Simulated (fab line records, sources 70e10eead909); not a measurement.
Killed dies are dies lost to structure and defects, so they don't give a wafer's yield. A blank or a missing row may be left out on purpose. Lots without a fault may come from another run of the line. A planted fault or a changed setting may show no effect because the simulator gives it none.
fab line records | flow nand_harc
record lots=6 wafers=18 last_day=23
route steps=1159 shown A_BLC@990 A_M0@994 END@1159
lots that met no fault: from a run of the same line without faults
start_h: hours from the record's first day to the start of the lot's first wafer shown | wait_h: hours since the lot's step before | " the same as in the row above | L1.1+2: a row that stands for several wafers | - no value, or no start given | * or withheld: withheld | < > ~ a bound
route shown NAME@n: a module of which the file shows steps, and the number in the route of the first | usual: mean/standard deviation of fault-free wafers | same: alike in all rows | chamber/n: place in a boat | sites: the reading at each site | _std_site: their standard deviation | _edge_site: outer sites' mean less inner sites' | radius_mm: how far each site lies from the wafer's centre | mask NAME#n: copy n | behind: the tool/chamber that last shaped the wafer | hold: why the lot was held/for how many hours/how that ended | device: the transistor (n, p or np) that didn't switch | end of line: the same wafers' tests at the end of the route | a step without rows: its recipe alone | killed: dies lost to structure and defects at the first sort, not the wafer's yield | map: a wafer's dies, x killed, . not, _ none there
set.NAME: the setting as run; set.NAME@STEP: as run at that earlier step | model.NAME: the simulator's own value behind a step, which no gauge read
lots at some steps of the route; a table a step, a row a wafer
services: from which hour (start_h, from the record's first day; less than 0 if before it) a tool's chamber was out of use, for how many hours, and why
## steps
# step NHARC_A_BLC_CMP_25
# recipe t_overpolish_s=30 target_thk_nm=150
# usual motor_current_A=12.1/1.3 overpolish_run_s=29.999/0.0087 time_to_endpoint_s=29.1/2.9
# columns lot.wafer tool chamber start_h wait_h motor_current_A overpolish_run_s time_to_endpoint_s
L605.2 cmp-02 1 388.55 0.4 11.7 29.984 28.3
L605.1 " 0 " " 10.2 29.991 26.9
L605.6 " 1 " " 11.8 29.998 29.7
L612.3 cmp-02 2 447.60 0.5 13.1 30.001 31.7
L612.2 " 3 " " 10.7 29.990 26.7
L612.1 " 1 " " 11.7 30.009 33.2
L614.1 cmp-03 2 448.45 0.5 13.0 30.011 30.5
L614.5 " 3 " " 10.3 29.990 29.7
L614.6 " 0 " " 12.6 30.010 25.5
L619.3 cmp-03 1 501.70 0.3 13.0 30.004 32.2
L619.4 " 2 " " 13.5 30.003 33.0
L619.6 " 0 " " 12.2 29.994 27.6
L622.4 cmp-02 2 504.86 0.3 13.6 29.989 30.1
L622.1 " 0 " " 9.9 29.990 28.3
L622.5 " 2 " " 13.5 30.004 28.6
L623.2 cmp-03 3 505.50 0.5 10.7 29.995 29.4
L623.5 " 0 " " 11.7 29.997 28.4
L623.6 " 1 " " 12.7 30.007 29.7
# step NHARC_A_BLC_SRD_27
# step NHARC_A_BLC_INSPECT_28
# usual raw_defect_count=446/120
# columns lot.wafer tool chamber start_h wait_h raw_defect_count
L605.1 defect_inspect-02 - 388.96 0.1 333
L605.2 " - " " 479
L605.6 " - " " 618
L612.1 defect_inspect-02 - 448.00 0.1 746
L612.2 " - " " 462
L612.3 " - " " 869
L614.1 defect_inspect-01 - 448.78 0.1 383
L614.5 " - " " 425
L614.6 " - " " 387
L619.3 defect_inspect-02 - 502.10 0.1 438
L619.4 " - " " 250
L619.6 " - " " 404
L622.1 defect_inspect-02 - 505.25 0.1 484
L622.4 " - " " 475
L622.5 " - " " 389
L623.2 defect_inspect-02 - 505.85 0.1 360
L623.5 " - " " 318
L623.6 " - " " 423
# step NHARC_A_M0_DEP_00
# recipe target_thk_a=1500 target_thk_nm=150 temp_c=withheld pressure_torr=5 flow_sccm=200 rf_w=600 material=SiOC
# step NHARC_A_M0_DEHYDRATE_01
# recipe temp_c=150 time_s=120
# step NHARC_A_M0_HMDS_02
# recipe time_s=30
# step NHARC_A_M0_COAT_33
# recipe temp_c=200 time_s=65
# step NHARC_A_M0_COAT_03
# recipe spin_rpm=1500 resist_thk_nm=90
# step NHARC_A_M0_SOFTBAKE_04
# recipe temp_c=105 time_s=55
# step NHARC_A_M0_EBR_05
# step NHARC_A_M0_EXPOSE_06
# recipe na=1.35 target_cd_nm=80 dose_mj=83.25 mask_id=A_M0
# step NHARC_A_M0_PEB_07
# recipe peb_temp_c=100 peb_time_s=65
# columns lot.wafer tool chamber start_h wait_h
L605.1+2+6 litho_track-06 0 389.66 0.1
L612.1+2+3 litho_track-06 0 449.01 0.1
L614.1+5+6 litho_track-06 0 449.48 0.1
L619.3+4+6 litho_track-04 0 502.84 0.1
L622.1+4+5 litho_track-06 0 506.20 0.1
L623.2+5+6 litho_track-04 0 506.55 0.1
# step NHARC_A_M0_DEVELOP_08
# recipe develop_time_s=35 dev_temp_c=23
# step NHARC_A_M0_CD_MEAS_09
# recipe target_cd_nm=80 landing_energy_ev=500
# usual cd_nm=80.1/0.66
# columns lot.wafer tool chamber start_h wait_h hold cd_nm
L605.1 cd_sem-02 0 389.74 - - 80.7
L605.2 " 0 " " - 80.8
L605.6 " 0 " " - 80.0
L612.1 cd_sem-03 0 449.09 - await_dispo/0.2h/release 82.2
L612.2 " 0 " " await_dispo/0.2h/release 82.3
L612.3 " 0 " " await_dispo/0.2h/release 83.0
L612.1 cd_sem-03 0 - - - 82.4
L612.2 " 0 " " - 82.2
L612.3 " 0 " " - 82.9
L614.1 cd_sem-03 0 449.55 - await_dispo/0.2h/release 82.0
L614.5 " 0 " " await_dispo/0.2h/release 82.7
L614.6 " 0 " " await_dispo/0.2h/release 81.9
L614.1 cd_sem-03 0 - - - 82.1
L614.5 " 0 " " - 81.9
L614.6 " 0 " " - 81.8
L619.3 cd_sem-01 0 502.92 - - 80.1
L619.4 " 0 " " - 79.8
L619.6 " 0 " " - 79.7
L622.1 cd_sem-03 0 506.28 - - 79.9
L622.4 " 0 " " - 79.8
L622.5 " 0 " " - 80.8
L623.2 cd_sem-02 0 506.63 - - 80.7
L623.5 " 0 " " - 80.1
L623.6 " 0 " " - 80.6
# step NHARC_A_M0_OVL_MEAS_10
# recipe pitch_nm=160
# usual overlay_x_nm=0.1/0.84 overlay_y_nm=-0.1/0.87
# columns lot.wafer tool chamber start_h wait_h hold overlay_x_nm overlay_y_nm
L605.1 overlay-02 - 389.84 - - 0.9 0.2
L605.2 " - " " - 0.6 -0.4
L605.6 " - " " - 0.5 -0.1
L614.1 overlay-01 - 453.55 - await_dispo/3.7h/release -1.5 1.2
L614.5 " - " " await_dispo/3.7h/release -0.7 0.8
L614.6 " - " " await_dispo/3.7h/release -1.0 1.1
L612.1 overlay-02 - 453.61 - await_dispo/4.2h/release -0.7 -0.4
L612.2 " - " " await_dispo/4.2h/release -1.1 -0.5
L612.3 " - " " await_dispo/4.2h/release -0.5 -0.6
L619.3 overlay-01 - 503.01 - - 0.4 -0.8
L619.4 " - " " - 1.1 -0.1
L619.6 " - " " - 0.2 -0.7
L622.1 overlay-01 - 506.37 - - 0.6 0.4
L622.4 " - " " - 0.7 0.2
L622.5 " - " " - 0.2 -0.1
L623.2 overlay-02 - 506.71 - - 0.3 -0.6
L623.5 " - " " - -0.4 -1.4
L623.6 " - " " - 0.1 -1.3
# step NHARC_A_M0_INSPECT_11
# usual raw_defect_count=30/14
# columns lot.wafer tool chamber start_h wait_h raw_defect_count
L605.1 defect_inspect-02 - 389.88 0.0 17
L605.2 " - " " 28
L605.6 " - " " 18
L614.1 defect_inspect-01 - 453.59 0.0 28
L614.5 " - " " 26
L614.6 " - " " 26
L612.1 defect_inspect-01 - 453.65 0.0 25
L612.2 " - " " 32
L612.3 " - " " 26
L619.3 defect_inspect-02 - 503.05 0.0 41
L619.4 " - " " 35
L619.6 " - " " 39
L622.1 defect_inspect-02 - 506.40 0.0 16
L622.4 " - " " 15
L622.5 " - " " 17
L623.2 defect_inspect-02 - 506.75 0.0 62
L623.5 " - " " 55
L623.6 " - " " 64
# step NHARC_A_M0_DESCUM_14
# recipe time_s=3 o2_flow_sccm=200 ar_flow_sccm=0 bias_power_w=0 chemistry=O2
# usual drypump_motor_current_A=5.7/0.38 oes_product_au=1.000/0.0098 rf_vpp_V=57.7/0.94 showerhead_plenum_p_Torr=1.87/0.07 throttle_valve_pct=11.310/0.0092
# columns lot.wafer tool chamber start_h wait_h drypump_motor_current_A oes_product_au rf_hours_counter_h rf_vpp_V showerhead_plenum_p_Torr throttle_valve_pct model.A_M0.cd_nm
L605.2 rie_diel-09 2 389.94 0.1 5.8 0.993 8 57.3 1.89 11.306 80.79
L605.1 " 0 " " 6.1 1.023 8 56.7 1.86 11.301 79.85
L605.6 " 2 " " 5.8 0.995 - 56.4 1.89 11.327 80.39
L614.1 rie_diel-07 2 453.67 0.1 5.1 1.017 4 57.2 1.83 11.298 82.02
L614.6 " 0 " " 5.7 1.001 - 58.4 1.79 11.329 82.16
L614.5 " 1 " " 5.7 0.995 - 58.6 1.90 11.312 82.3
L612.1 rie_diel-13 0 462.01 8.4 5.3 0.992 9 56.7 1.80 11.320 82.23
L612.2 " 1 " " 6.1 0.994 6 57.6 1.92 11.313 82.68
L612.3 " 3 " " 5.1 0.993 9 58.3 2.05 11.311 83.28
L619.4 rie_diel-09 0 503.11 0.1 6.1 0.997 4 58.5 1.86 11.310 79.81
L619.3 " 3 " " 5.9 0.997 4 57.8 1.86 11.296 80.21
L619.6 " 1 " " 6.5 1.010 - 56.3 1.80 11.320 79.56
L622.4 rie_diel-09 0 506.48 0.1 6.2 1.007 4 56.7 1.86 11.324 80.49
L622.1 " 1 " " 6.4 1.002 4 60.0 1.80 11.307 80.57
L622.5 " 2 " " 5.8 0.996 - 58.5 1.89 11.316 81.29
L623.2 rie_diel-13 2 506.83 0.1 5.8 1.005 4 56.0 1.79 11.312 78.85
L623.5 " 0 " " 5.3 0.986 - 56.5 1.80 11.315 79.65
L623.6 " 1 " " 6.1 0.998 - 56.6 1.91 11.309 80.83
# step NHARC_A_M0_ETCH_34
# recipe target_depth_a=400 overetch_a=120 time_s=43.94 ion_energy_ev=200 n2_flow_sccm=150 h2_flow_sccm=150 ar_flow_sccm=0 rf_w=400 bias_w=150 chemistry=N2/H2
# usual drypump_motor_current_A=5.7/0.38 oes_product_au=1.000/0.01 rf_vpp_V=429.2/2.4 showerhead_plenum_p_Torr=1.99/0.083 throttle_valve_pct=14.171/0.011
# columns lot.wafer tool chamber start_h wait_h drypump_motor_current_A oes_product_au rf_hours_counter_h rf_vpp_V showerhead_plenum_p_Torr throttle_valve_pct
L605.2 rie_diel-09 0 390.03 0.1 6.2 1.023 8 429.4 1.98 14.174
L605.1 " 2 " " 5.7 0.999 8 429.8 2.02 14.172
L605.6 " 3 " " 5.9 1.005 - 428.8 1.99 14.194
L614.1 rie_diel-07 2 453.74 0.1 5.1 1.009 4 428.8 1.94 14.156
L614.6 " 0 " " 5.7 0.995 - 426.1 1.91 14.198
L614.5 " 1 " " 5.6 0.996 - 429.3 2.02 14.174
L612.1 rie_diel-13 3 462.09 0.1 5.1 0.997 9 435.6 2.19 14.163
L612.3 " 1 " " 6.1 1.012 6 429.7 2.04 14.172
L612.2 " 2 " " 5.8 0.998 9 426.2 1.91 14.180
L619.4 rie_diel-09 3 503.20 0.1 6.0 1.003 4 428.7 1.98 14.153
L619.3 " 0 " " 6.2 1.017 4 430.4 1.98 14.157
L619.6 " 2 " " 5.7 0.992 - 430.2 2.02 14.183
L622.4 rie_diel-09 1 506.55 0.1 6.4 1.016 4 425.4 1.91 14.181
L622.1 " 2 " " 5.7 1.001 4 429.1 2.02 14.168
L622.5 " 1 " " 6.5 1.004 - 427.6 1.91 14.179
L623.2 rie_diel-13 3 506.91 0.1 5.1 1.007 4 434.8 2.18 14.173
L623.5 " 0 " " 5.3 0.981 - 426.8 1.91 14.171
L623.6 " 1 " " 6.1 0.980 - 431.1 2.04 14.170
# step NHARC_A_M0_ETCH_15
# recipe target_depth_a=1500 overetch_a=150 time_s=82.5 c4f8_flow_sccm=withheld ar_flow_sccm=400 rf_w=600 bias_w=300 chemistry=C4F8/Ar
# usual oes_product_au=0.957/0.022 rf_vpp_V=439.3/2.4
# columns lot.wafer tool chamber start_h wait_h oes_product_au rf_hours_counter_h rf_vpp_V model.A_M0.cd_nm
L605.1 rie_diel-09 1 - - 0.980 9 438.8 79.8
L605.2 " 0 " " 0.994 8 439.2 80.48
L605.6 " 1 " " 0.975 - 439.3 80.79
L614.1 rie_diel-07 0 - - 0.974 4 436.1 81.55
L614.6 " 2 " " 1.008 - 438.2 81.94
L614.5 " 3 " " 0.985 - 439.8 82.57
L612.1 rie_diel-13 0 - - 0.950 9 436.8 82.08
L612.2 " 1 " " 0.963 6 441.5 82.68
L612.3 " 3 " " 0.963 9 445.0 82.83
L619.4 rie_diel-09 1 - - 0.974 4 436.7 79.6
L619.3 " 2 " " 0.977 4 440.5 80.02
L619.6 " 1 " " 0.965 - 436.4 79.24
L622.1 rie_diel-09 3 - - 0.959 4 439.0 80.13
L622.4 " 2 " " 0.958 4 440.5 79.78
L622.5 " 0 " " 0.987 - 440.8 80.58
L623.2 rie_diel-13 0 - - 0.945 4 438.0 78.28
L623.5 " 1 " " 0.957 - 441.1 80.17
L623.6 " 2 " " 0.976 - 438.0 81.04
# step NHARC_A_M0_CD_MEAS_16
# usual cd_nm=80.0/0.85
# columns lot.wafer tool chamber start_h wait_h cd_nm
L605.1 cd_sem-03 - 390.24 - 80.1
L605.2 " - " " 80.4
L605.6 " - " " 81.0
L614.1 cd_sem-02 - 453.95 - 81.4
L614.5 " - " " 82.5
L614.6 " - " " 82.1
L612.1 cd_sem-01 - 462.33 - 82.1
L612.2 " - " " 82.7
L612.3 " - " " 82.9
L619.3 cd_sem-01 - 503.41 - 80.4
L619.4 " - " " 79.8
L619.6 " - " " 79.4
L622.1 cd_sem-03 - 506.77 - 80.2
L622.4 " - " " 79.8
L622.5 " - " " 80.6
L623.2 cd_sem-02 - 507.11 - 78.2
L623.5 " - " " 80.1
L623.6 " - " " 81.3
# step NHARC_END_SORT_01
# recipe temp_c=25
# usual defect_limited_yield=95.5/1.8 killed_at_array=27/11 killed_at_other=0.6/1 killed_at_periphery=3.0/2.1 killed_dies=31/12 killed_open=3.2/1.7 killed_short=1.7/1.4 sort_bin_2_pct=1.4/0.68 sort_bin_3_pct=0.25/0.2 sort_bin_4_pct=2.9/1.2 sort_n_pass=646/12 sort_rim_yield_pct=95.7/2.8 sort_yield_pct=95.5/1.8
# same gross_dies=677 sort_bin_5_pct[%]=0 sort_bin_6_pct[%]=0 sort_bin_7_pct[%]=0 sort_bin_8_pct[%]=0 sort_rim_n_gross=106.00
# columns lot.wafer tool chamber start_h wait_h defect_limited_yield[%] killed_at_array killed_at_other killed_at_periphery killed_dies killed_open killed_short sort_bin_2_pct[%] sort_bin_3_pct[%] sort_bin_4_pct[%] sort_n_pass sort_rim_yield_pct[%] sort_yield_pct[%]
L614.1 prober-02 0 505.86 2.5 96.6 21 0 2 23 1 1 0.7 0.59 2.1 654 95.3 96.6
L614.5 prober-02 0 509.00 3.6 96.6 21 0 2 23 1 1 1.2 0.30 1.9 654 97.2 96.6
L614.6 prober-02 0 509.78 3.9 96.5 20 0 4 24 3 1 0.7 0.30 2.5 653 95.3 96.5
L612.1 prober-01 0 509.20 2.5 97.0 19 0 1 20 0 1 0.3 0.30 2.4 657 96.2 97.0
L612.2 prober-01 0 510.02 2.8 95.7 26 0 3 29 3 2 0.3 0.30 3.7 648 87.7 95.7
L612.3 prober-01 0 510.83 3.1 97.0 17 0 3 20 4 0 1.2 0 1.8 657 94.3 97.0
L623.2 prober-01 0 550.12 2.8 92.8 47 1 1 49 0 0 3.0 0.59 3.7 628 93.4 92.8
L623.5 prober-01 0 552.54 3.7 92.6 47 2 1 50 4 2 2.5 0.15 4.7 627 95.3 92.6
L623.6 prober-01 0 553.34 4.0 92.5 47 1 3 51 4 1 2.4 0.44 4.7 626 95.3 92.5
# killed by level:class
L614.1 A_CHANNEL_HOLE_D1:chamber_film_flake=13 A_STAIRCASE:chamber_film_flake=3 A_CONTACT:chamber_film_flake=3 A_CONTACT:geometric_particle:short=1 A_M0:geometric_particle:open=1 P_ZERO_WELL:chamber_film_flake=1 P_BONDPAD:chamber_film_flake=1
L614.5 A_CHANNEL_HOLE_D1:chamber_film_flake=12 A_STAIRCASE:chamber_film_flake=5 A_CONTACT:chamber_film_flake=2 A_CHANNEL_FILL_D1:geometric_particle:short=1 A_CONTACT:geometric_particle:open=1 P_STI:chamber_film_flake=1 P_BONDPAD:chamber_film_flake=1
L612.1 A_CHANNEL_HOLE_D1:chamber_film_flake=12 A_STAIRCASE:chamber_film_flake=2 A_CONTACT:chamber_film_flake=2 A_CHANNEL_FILL_D1:geometric_particle:short=1 P_GATE:chamber_film_flake=1 A_CHANNEL_FILL_D1:chamber_film_flake=1 A_WL_FILL:chamber_film_flake=1
L614.6 A_CHANNEL_HOLE_D1:chamber_film_flake=8 A_STAIRCASE:chamber_film_flake=4 A_CONTACT:chamber_film_flake=4 P_GATE:chamber_film_flake=3 P_CONTACT:geometric_particle:open=1 A_CHANNEL_HOLE_D1:geometric_particle:short=1 A_CHANNEL_FILL_D1:geometric_particle:open=1 A_CONTACT:geometric_particle:open=1
L612.2 A_CHANNEL_HOLE_D1:chamber_film_flake=11 A_WL_FILL:chamber_film_flake=7 A_STAIRCASE:chamber_film_flake=2 P_GATE:geometric_particle:short=1 P_CONTACT:geometric_particle:open=1 A_SGD_CUT:geometric_particle:short=1 A_WL_FILL:geometric_particle:open=1 A_CONTACT:geometric_particle:open=1
L612.3 A_CHANNEL_HOLE_D1:chamber_film_flake=11 A_CONTACT:geometric_particle:open=2 P_CONTACT:geometric_particle:open=1 A_CHANNEL_FILL_D1:geometric_particle:open=1 P_STI:chamber_film_flake=1 P_GATE:chamber_film_flake=1 A_CHANNEL_FILL_D1:chamber_film_flake=1 A_WL_FILL:chamber_film_flake=1
L623.2 A_SLIT:chamber_film_flake=21 A_CHANNEL_HOLE_D1:chamber_film_flake=16 A_CONTACT:chamber_film_flake=6 A_STAIRCASE:chamber_film_flake=3 THIN_TSV:chamber_film_flake=1 P_GATE:chamber_film_flake=1 A_CHANNEL_FILL_D1:chamber_film_flake=1
L623.5 A_CHANNEL_HOLE_D1:chamber_film_flake=17 A_SLIT:chamber_film_flake=17 A_CHANNEL_FILL_D1:chamber_film_flake=3 A_CONTACT:chamber_film_flake=3 A_ZERO_WELL:chamber_film_flake=2 P_CONTACT:geometric_particle:open=1 A_ONON_D1:geometric_particle:open=1 A_CHANNEL_FILL_D1:geometric_particle:short=1
L623.6 A_SLIT:chamber_film_flake=23 A_CHANNEL_HOLE_D1:chamber_film_flake=12 A_STAIRCASE:chamber_film_flake=3 A_CONTACT:chamber_film_flake=3 P_CONTACT:geometric_particle:open=2 A_CONTACT:geometric_particle:open=2 P_M0:geometric_particle:short=1 A_ZERO_WELL:chamber_film_flake=1
## services
# columns tool chamber start_h hours kind
cmp-03 - 367.63 4.0 pm
rie_diel-13 0 375.92 8.1 repair
rie_diel-09 0 386.07 - clean
rie_diel-09 1 386.07 - clean
rie_diel-09 2 386.07 - clean
rie_diel-09 3 386.07 - clean
rie_diel-13 0 390.10 5.0 repair
rie_diel-07 - 391.30 0.3 repair
rie_diel-07 - 405.20 9.0 pm
rie_diel-09 0 410.57 - clean
rie_diel-09 1 410.57 - clean
rie_diel-09 2 410.57 - clean
rie_diel-13 - 415.69 22.2 repair
cmp-02 - 423.18 4.0 pm
rie_diel-09 - 431.22 9.0 pm
cmp-03 - 445.94 1.0 repair
rie_diel-09 1 449.61 6.1 repair
rie_diel-13 - 453.01 9.0 pm
cmp-03 - 465.63 4.0 pm
litho_track-06 - 467.00 7.0 pm
rie_diel-07 0 468.42 3.9 repair
rie_diel-09 - 479.72 0.1 repair
litho_track-04 - 491.00 7.0 pm
cmp-03 - 506.19 0.5 repair
## key
first_sign step=NHARC_A_M0_CD_MEAS_09 reading=visit direction=added through=control_loop
effect step=NHARC_A_M0_CD_MEAS_09 reading=cd_nm direction=up sigmas=3.4 usual=80.1 struck=82.4 through=control_loop
effect step=NHARC_A_M0_CD_MEAS_16 reading=cd_nm direction=up sigmas=2.7 usual=80.0 struck=82.3 through=control_loop
model_effect step=NHARC_A_M0_DESCUM_14 value=A_M0.cd_nm without=80.23 struck=82.45
model_effect step=NHARC_A_M0_ETCH_15 value=A_M0.cd_nm without=80.05 struck=82.28
met_at NHARC_A_M0_PEB_07
struck_wafers L612.1,L612.2,L612.3,L614.1,L614.5,L614.6
loop_trim step=NHARC_A_M0_EXPOSE_06 setting=dose lots=L614
onset_between 389.66 449.01
fault kind=process_parameter_drift tool=litho_track-06 chamber=- onset_h=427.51 steps=NHARC_A_M0_PEB_07 channel=peb_time_s offset=* shape=step end_h=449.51 acts_in=* stated=*
# loop_trim: a control loop set the setting to another value than it would have without faults
